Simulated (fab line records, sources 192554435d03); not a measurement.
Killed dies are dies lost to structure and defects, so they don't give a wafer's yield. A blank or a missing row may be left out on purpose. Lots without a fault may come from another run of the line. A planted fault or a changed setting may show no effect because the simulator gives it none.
A struck lot beside a sound one | flow n5_finfet | 36 steps out of a route of 1938
Sound: wafers L588.2, L588.4, L588.6. Struck: wafer L603.4. (L603.2, L603.6 of the same lot were not struck and are left out.) The cause comes at the end.
At each step with rows: each side's tool, then ch and its chambers, then its first start. Under that, the readings that differ: sound wafers | struck wafers | difference of the means | sigmas: that difference in standard deviations of wafers without a fault.
alike: readings whose means differ by less than 2 such deviations, and words and numbers that are the same on both sides. not compared: withheld readings, readings that some wafer has no value for, bounds like >300 that may hide the same value, and numbers for which the record gives no deviation and whose values overlap.
The two part at a step that has a row with sigmas, a row that says differs or no value, or rows on one side only. Numbers that don't overlap but have no deviation are shown without sigmas and don't part them. A reading that every wafer of one side lacks parts them only if that side has two wafers or more.

first, 9 steps without rows for these wafers: N5_BEOL_M4_ANNEAL_95 (time 240 s); N5_BEOL_M4_SPUTTER_96 (material Cu, target thk 4.5 nm, time 8.29 s); N5_BEOL_M4_ECD_50 (material Cu, target thk 300 nm); N5_BEOL_M4_ANNEAL_51 (time 90 s); N5_BEOL_M4_CMP_52 (polishes, stops on SiOC, t overpolish 6.8 s, target thk 40 nm); N5_BEOL_M4_PRE_CLEAN_60 (time 15 s); N5_BEOL_M4_CO_CAP_55 (material Co, precursor CCTBA/H2, target thk 2 nm, time 102.1 s); N5_BEOL_M4_PRE_CLEAN_56 (time 15 s); N5_BEOL_M4_DEP_57 (deposits SiCN from 3MS/NH3, target thk 8 nm, time 14 s).
N5_BEOL_M4_RC_MEAS_101:
  sound on prober-01 ch 0, day 7 20:33; struck on prober-02 ch 0, day 12 12:58
  alike: DIBL_N, DIBL_P, IOFF_N, IOFF_P, ION_N, ION_P, SS_N, SS_P, VT_N, VT_P
then, 24 steps without rows for these wafers: N5_BEOL_M5_ILD_DEP_00 (deposits SiCOH lowk from DEMS/porogen, target thk 140.64 nm, time 25.9 s); N5_BEOL_M5_CURE_79 (cures SiCOH lowk, time 240 s); N5_BEOL_M5_PECVD_70 (deposits SiO2 from TEOS/O2, target thk 16 nm, time 18 s); N5_BEOL_M5_HM_DEP_02 (deposits TiN, target thk 20 nm); N5_BEOL_M5_COAT_59 (time 60 s, resist thk 60 nm); N5_BEOL_M5_COAT_60 (time 60 s, resist thk 12 nm); N5_BEOL_M5_COAT_71 (time 60 s, resist thk 5 nm); N5_BEOL_M5_COAT_05 (resist thk 30 nm); N5_BEOL_M5_EBR_07; N5_BEOL_M5_SOFTBAKE_06 (time 60 s); N5_BEOL_M5_EXPOSE_08 (exposes mask M5, target cd 28 nm); N5_BEOL_M5_PEB_09 (peb time 60 s); N5_BEOL_M5_DEVELOP_10 (develop time 30 s); N5_BEOL_M5_DESCUM_16 (chemistry O2, time 7 s); N5_BEOL_M5_ETCH_72 (etches underlayer in N2/H2, target depth 6.5 nm, time 5.2 s); N5_BEOL_M5_ETCH_61 (etches SiARC in CF4, target depth 15.6 nm, time 26 s); N5_BEOL_M5_ETCH_62 (etches SOC in N2/H2, target depth 75 nm, overetch 15 nm, time 112.5 s); N5_BEOL_M5_STRIP_63 (strips in N2/H2); N5_BEOL_M5_STRIP_73 (strips in N2/H2); N5_BEOL_M5_STRIP_64 (strips in CF4); N5_BEOL_M5_HM_OPEN_17 (chemistry Cl2/BCl3, target TiN, target depth 20 nm, overetch 6 nm); N5_BEOL_M5_STRIP_19 (strips in O2); N5_BEOL_M5_COAT_65 (time 60 s, resist thk 60 nm); N5_BEOL_M5_COAT_66 (time 60 s, resist thk 12 nm).
-- the record jumps here: 5 days lie between the struck wafers' starts before and after (it left off in module BEOL_M5 and takes up again in module PASSIVATION, whose first step shown is number 1930 of the route) --
N5_PASSIVATION_ETCH_54: etches SiO2 in CHF3/O2, target depth 880 nm, time 440 s.
  sound on rie_diel-04 ch 0,1,3, day 12 20:18; struck on rie_diel-04 ch 2, day 17 05:01
  reading                                 | sound             | struck | difference | sigmas
  model.etch.depth_nm (nm)                | 900.3 882.7 902.2 | 481.8  | -413.3     |
  model.PASSIVATION.feature_depth_nm (nm) | 900.2 882.6 902.2 | 481.8  | -413.2     |
  alike: drypump_motor_current_A, oes_product_au, rf_vpp_V, showerhead_plenum_p_Torr, throttle_valve_pct
  not compared: rf_hours_counter_h
N5_PASSIVATION_PROBE_49:
  the record has rows for the struck wafers here (prober-01, day 17 07:57) and none for the sound ones

WHERE THEY PART
Only at N5_PASSIVATION_PROBE_49, within this record.

WHY: what the simulator had put in
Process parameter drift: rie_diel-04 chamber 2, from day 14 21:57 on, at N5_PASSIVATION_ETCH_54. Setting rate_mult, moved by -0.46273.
